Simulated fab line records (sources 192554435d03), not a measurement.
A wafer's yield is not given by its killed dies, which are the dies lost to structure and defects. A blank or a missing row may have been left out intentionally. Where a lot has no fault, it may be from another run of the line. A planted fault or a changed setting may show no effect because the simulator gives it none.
Chamber matching	flow n5Finfet	pecvd-03 running N5_BEOL_M14_ILD_DEP_00: 3 sister chambers
The step deposits SiO2 from TEOS/O2, target thk 1119.3 nm, time 237.4 s. 3 wafers are shown with their chamber, then 9 later ones without.

== WAFERS, EACH WITH ITS CHAMBER ==
wafer	chamber	throttleValvePct (%)
L083.1	1	18.2
L083.4	0	19.5
L083.5	2	17.4

== WAFERS WITH NO CHAMBER GIVEN ==
wafer	throttleValvePct (%)
L086.2	19.5
L086.3	17.7
L086.6	17.3
L089.1	19.7
L089.2	18.2
L089.6	19.6
L090.1	17.5
L090.4	17.5
L090.5	18.1

== WHICH CHAMBER EACH ONE RAN IN ==
wafer	from the rows above	in truth
L086.2	0	0
L086.3	can't be placed: 2 or 1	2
L086.6	2	2
L089.1	0	0
L089.2	1	1
L089.6	0	0
L090.1	2	2
L090.4	2	2
L090.5	1	1
8 of 9 placed correctly. Not placeable from these rows: 1 (in 1, the candidates include the true chamber). Wrongly placed: 0.
How it was worked out, from the rows above alone: a wafer's distance from a chamber is the root of the sum, over the readings, of the square of ((its reading less the chamber's mean) divided by the reading's scatter). If the next closest chamber is less than 2 further off than the closest, the wafer can't be placed; otherwise it belongs to the closest. Each chamber's mean is taken over the wafers shown for it. The scatter: with one shown wafer a chamber, the root of the mean of the squares of how far each hidden wafer lies from its nearest shown one.
